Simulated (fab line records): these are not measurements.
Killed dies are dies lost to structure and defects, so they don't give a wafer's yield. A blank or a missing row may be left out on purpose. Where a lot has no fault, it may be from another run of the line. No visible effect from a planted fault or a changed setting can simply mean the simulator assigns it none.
Chamber matching + flow nand-harc + pecvd-01 running NHARC_A_SLIT_DEP_25: 3 sister chambers
The step deposits SiO2, target thk 200 nm. 3 wafers are shown with their chamber, then 7 later ones without.

WAFERS PAIRED WITH THEIR CHAMBERS
| wafer  | chamber | throttle-valve-pct (%) |
|--------|---------|------------------------|
| L086.3 | 1       | 15.4                   |
| L092.1 | 0       | 16.4                   |
| L092.3 | 2       | 16.4                   |

WAFERS WITH NO CHAMBER GIVEN
| wafer  | throttle-valve-pct (%) |
|--------|------------------------|
| L092.4 | 16.3                   |
| L093.1 | 15.3                   |
| L093.5 | 16.0                   |
| L093.6 | 16.4                   |
| L094.1 | 15.3                   |
| L094.2 | 15.9                   |
| L094.4 | 16.1                   |

CHAMBER TAKEN BY EACH
| wafer  | from the rows above          | in truth |
|--------|------------------------------|----------|
| L092.4 | can't be placed: 0 or 2      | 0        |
| L093.1 | 1                            | 1        |
| L093.5 | can't be placed: 0 or 2 or 1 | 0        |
| L093.6 | can't be placed: 0 or 2      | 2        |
| L094.1 | 1                            | 1        |
| L094.2 | can't be placed: 0 or 2 or 1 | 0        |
| L094.4 | can't be placed: 0 or 2 or 1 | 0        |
Correctly placed: 2 of 7. From these rows, 5 cannot be placed; in 5 the true chamber is one of the candidates. 0 placed wrongly.
How it was worked out, from the rows above alone: a wafer's distance from a chamber is the root of the sum, over the readings, of the square of ((its reading less the chamber's mean) divided by the reading's scatter). The wafer belongs to the nearest chamber; if the next one is less than 2 further off, it can't be placed. Each chamber's mean is taken over the wafers shown for it. The scatter: with one shown wafer a chamber, the root of the mean of the squares of how far each hidden wafer lies from its nearest shown one.
